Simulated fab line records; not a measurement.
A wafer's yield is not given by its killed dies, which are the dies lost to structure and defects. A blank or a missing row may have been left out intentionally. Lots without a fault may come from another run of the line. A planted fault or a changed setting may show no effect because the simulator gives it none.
fab line records    flow nand-harc
record: lots: 5  wafers: 15  last-day: 24
route steps=1159 shown P_ZERO_WELL@5
lots that met no fault: from a run of the same line without faults
start-h: hours from the record's opening day to when the first of the lot's shown wafers began    wait-h: hours elapsed since this lot's preceding step    " the same as in the row above    L1.1+2: one row covering several wafers at once    - no value, or no start given    * or withheld: withheld    < > ~ a bound
route shown NAME@n: names a module that has steps shown in the file, with the first one's number in the route    usual: mean/standard deviation of fault-free wafers    same: alike in all rows    chamber/n: place in a boat    sites: readings site by site    _std_site: standard deviation across them    _edge_site: outer sites' mean less inner sites'    radius-mm: for every site, how far away it sits from the centre of the wafer    mask NAME#n: copy n    behind: the last tool/chamber to shape the wafer    hold: the reason the lot was held/the length of the hold in hours/how it ended    device: transistor that didn't switch, given as n, p or np    end of line: the route-end tests of the same wafers    a step without rows: its recipe alone    killed: the dies lost at the first sort to structure and to defects; this is not the yield of the wafer    map: a wafer's dies, marking killed ones x, the rest . and places with no die _
set.NAME: the setting the step ran with; set.NAME@STEP: the setting that earlier step ran with    model.NAME: the simulator's own value behind a step, which no gauge read
lots at some steps of the route; a table a step, a row a wafer
services: when a tool's chamber went out of use (start-h, in hours from the record's first day, below 0 if earlier), for how many hours, and the reason
== steps ==
step: NHARC_P_ZERO_WELL_DEHYDRATE_03
recipe: temp-c: 150  time-s: 120
usual: heater-power-total-W: 182.5/1.3
lot.wafer  tool            chamber  start-h  wait-h  heater-power-total-W
L088.1     litho-track-05  0        96.80    -       180.5
L088.3     "               0        "        "       183.3
L088.6     "               0        "        "       184.1
L090.1     litho-track-05  0        108.80   -       183.4
L090.2     "               0        "        "       183.4
L090.4     "               0        "        "       181.2
L091.1     litho-track-05  0        114.80   -       180.6
L091.2     "               0        "        "       183.4
L091.3     "               0        "        "       180.4
L094.1     litho-track-03  0        132.80   -       183.9
L094.2     "               0        "        "       184.4
L094.3     "               0        "        "       182.4
L097.2     litho-track-07  0        150.80   -       180.5
L097.4     "               0        "        "       183.5
L097.5     "               0        "        "       182.4
step: NHARC_P_ZERO_WELL_HMDS_04
recipe: time-s: 30
lot.wafer   tool            chamber  start-h  wait-h
L088.1+3+6  litho-track-05  0        -        -
L090.1+2+4  litho-track-05  0        -        -
L091.1+2+3  litho-track-05  0        -        -
L094.1+2+3  litho-track-03  0        -        -
L097.2+4+5  litho-track-07  0        -        -
step: NHARC_P_ZERO_WELL_COAT_64
recipe: temp-c: 200  time-s: 65
usual: heater-power-total-W: 386.2/1.4
lot.wafer  tool            chamber  start-h  wait-h  heater-power-total-W
L088.1     litho-track-05  0        -        -       388.1
L088.3     "               0        "        "       384.6
L088.6     "               0        "        "       387.7
L090.1     litho-track-05  0        -        -       384.3
L090.2     "               0        "        "       386.4
L090.4     "               0        "        "       387.8
L091.1     litho-track-05  0        -        -       385.9
L091.2     "               0        "        "       386.2
L091.3     "               0        "        "       384.3
L094.1     litho-track-03  0        -        -       384.2
L094.2     "               0        "        "       387.9
L094.3     "               0        "        "       384.2
L097.2     litho-track-07  0        -        -       384.6
L097.4     "               0        "        "       388.0
L097.5     "               0        "        "       384.6
step: NHARC_P_ZERO_WELL_COAT_05
recipe: spin-rpm: 2000  resist-thk-nm: 600
lot.wafer   tool            chamber  start-h  wait-h
L088.1+3+6  litho-track-05  0        -        -
L090.1+2+4  litho-track-05  0        -        -
L091.1+2+3  litho-track-05  0        -        -
L094.1+2+3  litho-track-03  0        -        -
L097.2+4+5  litho-track-07  0        -        -
step: NHARC_P_ZERO_WELL_SOFTBAKE_06
recipe: temp-c: 125  time-s: 70
usual: heater-power-total-W: 200.9/1.4
lot.wafer  tool            chamber  start-h  wait-h  heater-power-total-W
L088.1     litho-track-05  0        -        -       200.8
L088.3     "               0        "        "       199.2
L088.6     "               0        "        "       202.6
L090.1     litho-track-05  0        -        -       199.9
L090.2     "               0        "        "       200.9
L090.4     "               0        "        "       199.0
L091.1     litho-track-05  0        -        -       199.6
L091.2     "               0        "        "       201.3
L091.3     "               0        "        "       200.4
L094.1     litho-track-03  0        -        -       202.3
L094.2     "               0        "        "       199.4
L094.3     "               0        "        "       201.2
L097.2     litho-track-07  0        -        -       202.3
L097.4     "               0        "        "       199.1
L097.5     "               0        "        "       202.6
step: NHARC_P_ZERO_WELL_EBR_07
lot.wafer   tool            chamber  start-h  wait-h
L088.1+3+6  litho-track-05  0        -        -
L090.1+2+4  litho-track-05  0        -        -
L091.1+2+3  litho-track-05  0        -        -
L094.1+2+3  litho-track-03  0        -        -
L097.2+4+5  litho-track-07  0        -        -
step: NHARC_P_ZERO_WELL_EXPOSE_08
recipe: na: 0.55  target-cd-nm: 500  dose-mj: 33.8  mask-id: P_ZERO
lot.wafer   tool            chamber  start-h  wait-h  mask
L088.1+3+6  krf-scanner-03  0        96.97    -       P_ZERO#0
L090.1+2+4  krf-scanner-03  0        109.09   -       P_ZERO#0
L091.1+2+3  krf-scanner-02  0        115.09   -       P_ZERO#0
L094.1+2+3  krf-scanner-02  0        133.09   -       P_ZERO#0
L097.2+4+5  krf-scanner-02  0        150.97   -       P_ZERO#0
step: NHARC_P_ZERO_WELL_PEB_09
recipe: peb-temp-c: 128  peb-time-s: 80
usual: heater-power-total-W: 189.7/0.79
lot.wafer  tool            chamber  start-h  wait-h  heater-power-total-W
L088.1     litho-track-07  0        97.03    0.1     189.6
L088.3     "               0        "        "       189.1
L088.6     "               0        "        "       190.6
L090.1     litho-track-05  0        109.16   0.1     189.9
L090.2     "               0        "        "       189.1
L090.4     "               0        "        "       188.6
L091.1     litho-track-03  0        115.16   0.1     189.9
L091.2     "               0        "        "       190.2
L091.3     "               0        "        "       190.0
L094.1     litho-track-03  0        133.16   0.1     190.8
L094.2     "               0        "        "       188.7
L094.3     "               0        "        "       190.9
L097.2     litho-track-03  0        151.03   0.1     189.2
L097.4     "               0        "        "       189.2
L097.5     "               0        "        "       189.8
step: NHARC_P_ZERO_WELL_DEVELOP_10
recipe: time-s: 50  dev-temp-c: 22
lot.wafer   tool            chamber  start-h  wait-h
L088.1+3+6  litho-track-07  0        -        -
L090.1+2+4  litho-track-05  0        -        -
L091.1+2+3  litho-track-03  0        -        -
L094.1+2+3  litho-track-03  0        -        -
L097.2+4+5  litho-track-03  0        -        -
step: NHARC_P_ZERO_WELL_CD_MEAS_11
recipe: target-cd-nm: 500  landing-energy-ev: 500
usual: cd-nm: 500.4/2.3
lot.wafer  tool       chamber  start-h  wait-h  cd-nm
L088.1     cd-sem-02  0        97.12    -       497.8
L088.3     "          0        "        "       502.7
L088.6     "          0        "        "       501.5
L090.1     cd-sem-01  0        109.24   -       504.4
L090.2     "          0        "        "       504.2
L090.4     "          0        "        "       498.6
L091.1     cd-sem-01  0        115.24   -       501.8
L091.2     "          0        "        "       498.7
L091.3     "          0        "        "       499.5
L094.1     cd-sem-02  0        133.25   -       500.8
L094.2     "          0        "        "       498.6
L094.3     "          0        "        "       503.5
L097.2     cd-sem-02  0        151.12   -       500.0
L097.4     "          0        "        "       496.0
L097.5     "          0        "        "       501.3
step: NHARC_P_ZERO_WELL_HARDBAKE_12
recipe: temp-c: 118  time-s: 65
usual: heater-power-total-W: 195.7/0.36
lot.wafer  tool            chamber  start-h  wait-h  heater-power-total-W
L088.1     litho-track-05  0        97.20    -       196.0
L088.3     "               0        "        "       196.0
L088.6     "               0        "        "       195.6
L090.1     litho-track-05  0        109.32   -       196.2
L090.2     "               0        "        "       195.2
L090.4     "               0        "        "       195.6
L091.1     litho-track-05  0        115.32   -       195.5
L091.2     "               0        "        "       196.2
L091.3     "               0        "        "       195.1
L094.1     litho-track-05  0        133.33   -       195.1
L094.2     "               0        "        "       195.7
L094.3     "               0        "        "       195.9
L097.2     litho-track-03  0        151.20   -       195.9
L097.4     "               0        "        "       195.3
L097.5     "               0        "        "       196.0
step: NHARC_P_ZERO_WELL_DESCUM_13
recipe: time-s: 3  o2-flow-sccm: 200  ar-flow-sccm: 0  bias-power-w: 0  chemistry: O2
usual: drypump-motor-current-A: 5.6/0.39  oes-product-au: 0.999/0.015  rf-vpp-V: 57.9/0.9  showerhead-plenum-p-Torr: 1.95/0.078  throttle-valve-pct: 11.312/0.0092
lot.wafer  tool         chamber  start-h  wait-h  drypump-motor-current-A  oes-product-au  rf-hours-counter-h  rf-vpp-V  showerhead-plenum-p-Torr  throttle-valve-pct
L088.3     rie-diel-09  1        97.27    -       5.2                      1.011           0                   57.9      2.01                      11.330
L088.1     "            3        "        "       5.2                      1.028           0                   57.1      2.03                      11.306
L088.6     "            1        "        "       5.2                      1.017           -                   58.7      2.01                      11.311
L090.2     rie-diel-07  1        109.40   -       5.5                      0.996           5                   58.7      1.90                      11.314
L090.1     "            3        "        "       5.5                      0.988           5                   58.0      2.03                      11.313
L090.4     "            1        "        "       5.5                      0.984           -                   60.3      1.90                      11.295
L091.2     rie-diel-07  1        115.40   -       5.5                      1.013           5                   56.8      1.90                      11.323
L091.1     "            3        "        "       5.5                      0.986           5                   58.5      2.03                      11.311
L091.3     "            0        "        "       5.7                      1.010           3                   59.3      1.93                      11.311
L094.2     rie-diel-09  0        133.40   -       5.2                      1.010           3                   56.7      1.84                      11.308
L094.1     "            1        "        "       5.3                      1.020           3                   58.5      2.01                      11.302
L094.3     "            2        "        "       5.9                      1.009           3                   58.8      2.01                      11.313
L097.4     rie-diel-08  3        151.28   -       5.3                      1.016           1                   58.3      1.96                      11.310
L097.2     "            1        "        "       5.9                      0.985           2                   58.1      1.86                      11.287
L097.5     "            2        "        "       5.8                      0.974           -                   57.0      1.79                      11.316
step: NHARC_P_ZERO_WELL_ETCH_65
recipe: target-depth-a: 800  overetch-a: 240  time-s: 87.88  ion-energy-ev: 200  n2-flow-sccm: 150  h2-flow-sccm: 150  ar-flow-sccm: 0  rf-w: 400  bias-w: 150  chemistry: N2/H2
usual: drypump-motor-current-A: 5.6/0.39  oes-product-au: 0.999/0.016  rf-vpp-V: 431.5/2.5  showerhead-plenum-p-Torr: 2.08/0.086  throttle-valve-pct: 14.170/0.0094
lot.wafer  tool         chamber  start-h  wait-h  drypump-motor-current-A  oes-product-au  rf-hours-counter-h  rf-vpp-V  showerhead-plenum-p-Torr  throttle-valve-pct
L088.1     rie-diel-09  1        97.36    0.1     5.2                      1.010           0                   434.4     2.15                      14.186
L088.3     "            0        "        "       5.2                      1.007           0                   428.2     1.97                      14.181
L088.6     "            2        "        "       5.9                      0.975           -                   433.1     2.15                      14.172
L090.2     rie-diel-07  1        109.50   0.1     5.6                      0.989           5                   431.0     2.03                      14.151
L090.1     "            3        "        "       5.5                      0.981           5                   433.2     2.17                      14.149
L090.4     "            1        "        "       5.5                      0.986           -                   429.6     2.03                      14.179
L091.2     rie-diel-07  1        115.48   0.1     5.5                      1.003           5                   429.7     2.03                      14.161
L091.1     "            2        "        "       6.5                      1.019           5                   428.7     1.99                      14.163
L091.3     "            3        "        "       5.5                      0.987           5                   434.4     2.17                      14.166
L094.2     rie-diel-09  3        133.49   0.1     5.2                      1.031           3                   434.3     2.17                      14.150
L094.1     "            0        "        "       5.2                      1.009           3                   430.9     1.96                      14.173
L094.3     "            2        "        "       5.8                      1.000           3                   433.0     2.15                      14.175
L097.2     rie-diel-08  0        151.36   0.1     5.2                      0.991           2                   433.2     2.15                      14.175
L097.4     "            2        "        "       5.8                      0.969           1                   426.5     1.90                      14.171
L097.5     "            3        "        "       5.3                      1.022           -                   433.3     2.09                      14.153
step: NHARC_P_ZERO_WELL_ETCH_62
recipe: target-depth-a: 130  time-s: 6.5  chf3-flow-sccm: 50  ar-flow-sccm: 200  rf-w: 500  bias-w: 200  chemistry: CHF3/Ar
usual: drypump-motor-current-A: 5.6/0.4  oes-product-au: 0.960/0.026  rf-vpp-V: 371.3/2.1  showerhead-plenum-p-Torr: 2.38/0.093  throttle-valve-pct: 20.217/0.0092
lot.wafer  tool         chamber  start-h  wait-h  drypump-motor-current-A  oes-product-au  rf-hours-counter-h  rf-vpp-V  showerhead-plenum-p-Torr  throttle-valve-pct
L088.3     rie-diel-09  2        -        -       5.9                      0.943           0                   372.2     2.46                      20.219
L088.1     "            0        "        "       5.2                      0.984           0                   369.1     2.26                      20.221
L088.6     "            2        "        "       5.9                      0.943           -                   371.8     2.46                      20.205
L090.2     rie-diel-07  2        -        -       6.4                      0.939           5                   369.5     2.29                      20.205
L090.1     "            1        "        "       5.5                      0.906           5                   370.8     2.33                      20.201
L090.4     "            2        "        "       6.4                      0.937           -                   370.6     2.29                      20.235
L091.3     rie-diel-07  2        -        -       6.4                      0.972           5                   368.6     2.29                      20.213
L091.2     "            0        "        "       5.7                      0.963           3                   371.5     2.36                      20.207
L091.1     "            1        "        "       5.5                      0.932           5                   371.4     2.33                      20.219
L094.2     rie-diel-09  0        -        -       5.2                      0.966           3                   368.8     2.26                      20.218
L094.3     "            1        "        "       5.2                      0.976           3                   372.5     2.46                      20.219
L094.1     "            3        "        "       5.2                      1.017           3                   373.2     2.49                      20.217
L097.4     rie-diel-08  1        -        -       5.9                      0.992           2                   370.4     2.29                      20.218
L097.2     "            3        "        "       5.2                      0.981           1                   373.8     2.39                      20.218
L097.5     "            1        "        "       5.9                      0.983           -                   370.2     2.29                      20.211
step: NHARC_P_ZERO_WELL_ETCH_63
recipe: target-depth-a: 1200  time-s: 40.1  hbr-flow-sccm: 150  cl2-flow-sccm: 50  rf-w: 400  icp-w: 400  bias-w: 100  chemistry: HBr/Cl2
usual: drypump-motor-current-A: 5.6/0.42  oes-product-au: 0.999/0.014  throttle-valve-pct: 26.405/0.0093
lot.wafer  tool       chamber  start-h  wait-h  drypump-motor-current-A  oes-product-au  rf-hours-counter-h  throttle-valve-pct
L088.1     rie-si-06  2        97.55    -       5.6                      1.021           0.6                 26.396
L088.3     "          0        "        "       5.7                      0.988           0.6                 26.384
L088.6     "          1        "        "       5.3                      0.994           -                   26.385
L090.2     rie-si-04  0        109.69   -       5.0                      0.981           0.0                 26.395
L090.4     "          1        "        "       5.8                      1.035           0.0                 26.400
L090.1     "          3        "        "       6.1                      0.996           0.0                 26.414
L091.3     rie-si-06  0        115.66   -       5.8                      1.009           0.8                 26.406
L091.1     "          2        "        "       5.6                      1.018           0.7                 26.405
L091.2     "          3        "        "       4.9                      0.998           0.6                 26.410
L094.1     rie-si-06  1        133.66   -       5.3                      0.991           1.2                 26.411
L094.3     "          3        "        "       4.9                      0.988           0.7                 26.403
L094.2     "          0        "        "       5.7                      1.000           1.1                 26.404
L097.4     rie-si-06  2        151.53   -       5.7                      1.016           1.1                 26.417
L097.2     "          3        "        "       4.9                      1.003           0.9                 26.402
L097.5     "          3        "        "       4.9                      0.999           -                   26.408
step: NHARC_P_ZERO_WELL_STRIP_15
recipe: time-s: 900  temp-c: 130  chemistry: SPM
usual: bath-guard-temp-C: 130.1/0.52  temp-c: 130.00/0.14
lot.wafer  tool          chamber  start-h  wait-h  bath-guard-temp-C  temp-c
L088.6     wet-bench-05  2        97.69    -       129.9              130.04
L088.3     "             4        "        "       130.0              130.13
L088.1     "             6        "        "       129.3              130.10
L090.4     wet-bench-06  1        109.85   -       130.0              130.11
L090.1     "             4        "        "       130.7              129.93
L090.2     "             6        "        "       129.4              130.13
L091.1     wet-bench-06  2        115.81   -       130.3              129.94
L091.3     "             4        "        "       130.9              130.19
L091.2     "             7        "        "       130.1              129.98
L094.1     wet-bench-05  2        133.81   -       130.3              130.04
L094.2     "             3        "        "       129.7              130.20
L094.3     "             4        "        "       130.2              129.99
L097.2     wet-bench-05  6        151.69   -       129.2              129.79
L097.5     "             0        "        "       129.2              130.18
L097.4     "             2        "        "       130.2              129.95
step: NHARC_P_ZERO_WELL_DEHYDRATE_16
recipe: temp-c: 150  time-s: 120
usual: heater-power-total-W: 182.6/1.3
lot.wafer  tool            chamber  start-h  wait-h  heater-power-total-W
L088.1     litho-track-07  0        98.03    -       184.3
L088.3     "               0        "        "       183.9
L088.6     "               0        "        "       183.9
L090.1     litho-track-05  0        110.21   -       183.5
L090.2     "               0        "        "       182.5
L090.4     "               0        "        "       181.6
L091.1     litho-track-03  0        116.17   -       181.1
L091.2     "               0        "        "       183.3
L091.3     "               0        "        "       182.7
L094.1     litho-track-05  0        134.16   -       184.2
L094.2     "               0        "        "       183.6
L094.3     "               0        "        "       181.4
L097.2     litho-track-05  0        152.03   -       182.5
L097.4     "               0        "        "       181.8
L097.5     "               0        "        "       182.1
step: NHARC_P_ZERO_WELL_HMDS_17
recipe: time-s: 30
lot.wafer   tool            chamber  start-h  wait-h
L088.1+3+6  litho-track-07  0        -        -
L090.1+2+4  litho-track-05  0        -        -
L091.1+2+3  litho-track-03  0        -        -
L094.1+2+3  litho-track-05  0        -        -
L097.2+4+5  litho-track-05  0        -        -
step: NHARC_P_ZERO_WELL_COAT_18
recipe: spin-rpm: withheld
lot.wafer   tool            chamber  start-h  wait-h
L088.1+3+6  litho-track-07  0        -        -
L090.1+2+4  litho-track-05  0        -        -
L091.1+2+3  litho-track-03  0        -        -
L094.1+2+3  litho-track-05  0        -        -
L097.2+4+5  litho-track-05  0        -        -
step: NHARC_P_ZERO_WELL_SOFTBAKE_19
recipe: temp-c: 122  time-s: 95
usual: heater-power-total-W: 160.0/0.45
lot.wafer  tool            chamber  start-h  wait-h  heater-power-total-W
L088.1     litho-track-07  0        -        -       160.2
L088.3     "               0        "        "       160.0
L088.6     "               0        "        "       159.5
L090.1     litho-track-05  0        -        -       160.1
L090.2     "               0        "        "       160.5
L090.4     "               0        "        "       160.1
L091.1     litho-track-03  0        -        -       159.9
L091.2     "               0        "        "       159.3
L091.3     "               0        "        "       160.2
L094.1     litho-track-05  0        -        -       160.3
L094.2     "               0        "        "       159.4
L094.3     "               0        "        "       160.3
L097.2     litho-track-05  0        -        -       160.2
L097.4     "               0        "        "       159.8
L097.5     "               0        "        "       160.3
step: NHARC_P_ZERO_WELL_EBR_20
lot.wafer   tool            chamber  start-h  wait-h
L088.1+3+6  litho-track-07  0        -        -
L090.1+2+4  litho-track-05  0        -        -
L091.1+2+3  litho-track-03  0        -        -
L094.1+2+3  litho-track-05  0        -        -
L097.2+4+5  litho-track-05  0        -        -
step: NHARC_P_ZERO_WELL_EXPOSE_21
recipe: na: 0.6  target-cd-nm: 720  dose-mj: 22.31  mask-id: P_NWELL
lot.wafer   tool            chamber  start-h  wait-h  mask
L088.1+3+6  krf-scanner-03  0        98.30    -       P_NWELL#0
L090.1+2+4  krf-scanner-03  0        110.47   -       P_NWELL#0
L091.1+2+3  krf-scanner-02  0        116.44   -       P_NWELL#0
L094.1+2+3  krf-scanner-03  0        134.43   -       P_NWELL#0
L097.2+4+5  krf-scanner-03  0        152.31   -       P_NWELL#0
step: NHARC_P_ZERO_WELL_PEB_22
recipe: peb-temp-c: 118  peb-time-s: 85
usual: heater-power-total-W: 164.02/0.29
lot.wafer  tool            chamber  start-h  wait-h  heater-power-total-W
L088.1     litho-track-07  0        98.37    0.1     163.64
L088.3     "               0        "        "       163.59
L088.6     "               0        "        "       163.74
L090.1     litho-track-05  0        110.54   0.1     163.97
L090.2     "               0        "        "       163.83
L090.4     "               0        "        "       164.30
L091.1     litho-track-03  0        116.51   0.1     164.33
L091.2     "               0        "        "       164.46
L091.3     "               0        "        "       164.00
L094.1     litho-track-05  0        134.50   0.1     164.44
L094.2     "               0        "        "       164.20
L094.3     "               0        "        "       163.65
L097.2     litho-track-05  0        152.37   0.1     163.68
L097.4     "               0        "        "       164.18
L097.5     "               0        "        "       164.11
step: NHARC_P_ZERO_WELL_DEVELOP_23
recipe: time-s: 70
lot.wafer   tool            chamber  start-h  wait-h
L088.1+3+6  litho-track-07  0        -        -
L090.1+2+4  litho-track-05  0        -        -
L091.1+2+3  litho-track-03  0        -        -
L094.1+2+3  litho-track-05  0        -        -
L097.2+4+5  litho-track-05  0        -        -
step: NHARC_P_ZERO_WELL_CD_MEAS_24
recipe: target-cd-nm: 720  landing-energy-ev: 500
usual: cd-nm: 720.2/2.1
lot.wafer  tool       chamber  start-h  wait-h  cd-nm
L088.1     cd-sem-01  0        98.46    -       722.4
L088.3     "          0        "        "       723.3
L088.6     "          0        "        "       720.5
L090.1     cd-sem-01  0        110.63   -       718.9
L090.2     "          0        "        "       717.9
L090.4     "          0        "        "       721.1
L091.1     cd-sem-02  0        116.60   -       722.3
L091.2     "          0        "        "       721.3
L091.3     "          0        "        "       719.5
L094.1     cd-sem-01  0        134.59   -       718.7
L094.2     "          0        "        "       717.0
L094.3     "          0        "        "       720.0
L097.2     cd-sem-02  0        152.46   -       719.5
L097.4     "          0        "        "       720.5
L097.5     "          0        "        "       718.2
step: NHARC_P_ZERO_WELL_HARDBAKE_25
recipe: temp-c: 125  time-s: 80
usual: heater-power-total-W: 183.9/0.74
lot.wafer  tool            chamber  start-h  wait-h  heater-power-total-W
L088.1     litho-track-05  0        98.54    -       184.7
L088.3     "               0        "        "       183.8
L088.6     "               0        "        "       183.2
L090.1     litho-track-07  0        110.71   -       183.5
L090.2     "               0        "        "       183.9
L090.4     "               0        "        "       183.6
L091.1     litho-track-05  0        116.68   -       182.8
L091.2     "               0        "        "       184.9
L091.3     "               0        "        "       183.0
L094.1     litho-track-07  0        134.67   -       184.6
L094.2     "               0        "        "       183.2
L094.3     "               0        "        "       184.2
L097.2     litho-track-05  0        152.54   -       184.9
L097.4     "               0        "        "       184.9
L097.5     "               0        "        "       183.1
== services ==
tool          chamber  start-h  hours  kind
rie-diel-09   -        77.31    9.0    pm
rie-diel-09   0        77.31    9.0    vent-cycle
rie-diel-09   1        77.31    9.0    vent-cycle
rie-diel-09   2        77.31    9.0    vent-cycle
rie-diel-09   3        77.31    9.0    vent-cycle
rie-diel-07   0        84.70    -      clean
rie-diel-07   1        84.70    -      clean
rie-diel-07   2        84.70    -      clean
rie-diel-07   3        84.70    -      clean
rie-diel-09   0        86.31    -      clean
rie-diel-09   1        86.31    -      clean
rie-diel-09   2        86.31    -      clean
rie-diel-09   3        86.31    -      clean
rie-diel-07   0        90.86    6.1    repair
rie-si-04     -        99.00    9.0    pm
rie-si-06     2        105.63   3.0    repair
rie-diel-07   0        106.04   4.7    repair
rie-diel-07   1        109.20   -      clean
rie-diel-07   2        109.20   -      clean
rie-diel-07   3        109.20   -      clean
rie-diel-09   1        111.70   5.0    repair
wet-bench-06  -        117.99   3.4    repair
rie-diel-08   -        124.80   9.0    pm
wet-bench-06  -        129.60   8.0    pm
== key ==
fault none
